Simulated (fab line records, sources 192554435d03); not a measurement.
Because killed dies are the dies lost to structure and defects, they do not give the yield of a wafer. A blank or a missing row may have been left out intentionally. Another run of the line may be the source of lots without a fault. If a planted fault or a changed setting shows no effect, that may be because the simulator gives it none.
Matching of chambers | flow n5Finfet | rieDiel-05 running N5_SDB_DESCUM_16: 4 sister chambers
The step chemistry O2, time 7.9 s. 18 wafers are shown with their chamber, then 9 later ones without.

== WAFERS WITH THEIR CHAMBER ==
wafer  | chamber | drypumpMotorCurrentA (A) | showerheadPlenumPTorr (Torr) | rfVppV (V)
L074.3 | 1       | 6.1                      | 2.18                         | 243.6
L074.5 | 0       | 5.1                      | 2.15                         | 244.0
L074.6 | 3       | 5.5                      | 2.03                         | 241.9
L076.1 | 0       | 5.1                      | 2.15                         | 243.8
L076.4 | 1       | 6.1                      | 2.18                         | 246.2
L076.6 | 2       | 5.5                      | 1.92                         | 240.5
L082.2 | 2       | 5.5                      | 1.91                         | 239.6
L082.3 | 0       | 5.1                      | 2.15                         | 243.2
L082.6 | 1       | 6.1                      | 2.18                         | 244.5
L084.1 | 0       | 5.2                      | 2.15                         | 244.0
L084.2 | 2       | 5.5                      | 1.91                         | 240.3
L084.5 | 0       | 5.1                      | 2.15                         | 243.3
L086.2 | 2       | 5.5                      | 1.91                         | 239.1
L086.4 | 2       | 5.5                      | 1.91                         | 241.2
L086.6 | 3       | 5.5                      | 2.02                         | 244.1
L087.1 | 1       | 6.1                      | 2.17                         | 244.4
L087.2 | 3       | 5.5                      | 2.02                         | 244.3
L087.3 | 2       | 5.5                      | 1.91                         | 241.1

SIGNATURES, as means of the wafers listed above
reading               | chamber 0 | chamber 1 | chamber 2 | chamber 3 | scatter within a chamber
drypumpMotorCurrentA  | 5.120     | 6.100     | 5.500     | 5.500     | 0.0239
showerheadPlenumPTorr | 2.1500    | 2.1775    | 1.9117    | 2.0233    | 0.00401
rfVppV                | 243.660   | 244.675   | 240.300   | 243.433   | 0.892
Rule: distance of a wafer from a chamber = root of the sum over the readings of ((wafer's reading minus chamber's mean) / reading's scatter) squared. If the next closest chamber is less than 2 further off than the closest, the wafer can't be placed; otherwise it belongs to the closest. The scatter: take each reading less its chamber's mean, square it, sum over the shown wafers, divide by the number of wafers less the number of chambers, and take the root.

== WAFERS WITH NO CHAMBER GIVEN ==
wafer  | drypumpMotorCurrentA (A) | showerheadPlenumPTorr (Torr) | rfVppV (V)
L092.2 | 6.2                      | 2.17                         | 242.9
L092.4 | 5.5                      | 1.90                         | 241.6
L092.6 | 5.6                      | 2.02                         | 243.1
L095.3 | 6.1                      | 2.17                         | 245.0
L095.5 | 5.5                      | 1.90                         | 240.9
L095.6 | 6.1                      | 2.17                         | 244.8
L097.2 | 5.1                      | 2.14                         | 245.0
L097.4 | 5.4                      | 1.90                         | 240.5
L097.5 | 6.1                      | 2.17                         | 245.6

== EACH ONE'S CHAMBER ==
wafer  | from the rows above | in truth
L092.2 | 1                   | 1
L092.4 | 2                   | 2
L092.6 | 3                   | 3
L095.3 | 1                   | 1
L095.5 | 2                   | 2
L095.6 | 1                   | 1
L097.2 | 0                   | 0
L097.4 | 2                   | 2
L097.5 | 1                   | 1
Placed correctly: 9 of 9. Can't be placed from these rows: 0. Number placed wrongly: 0.
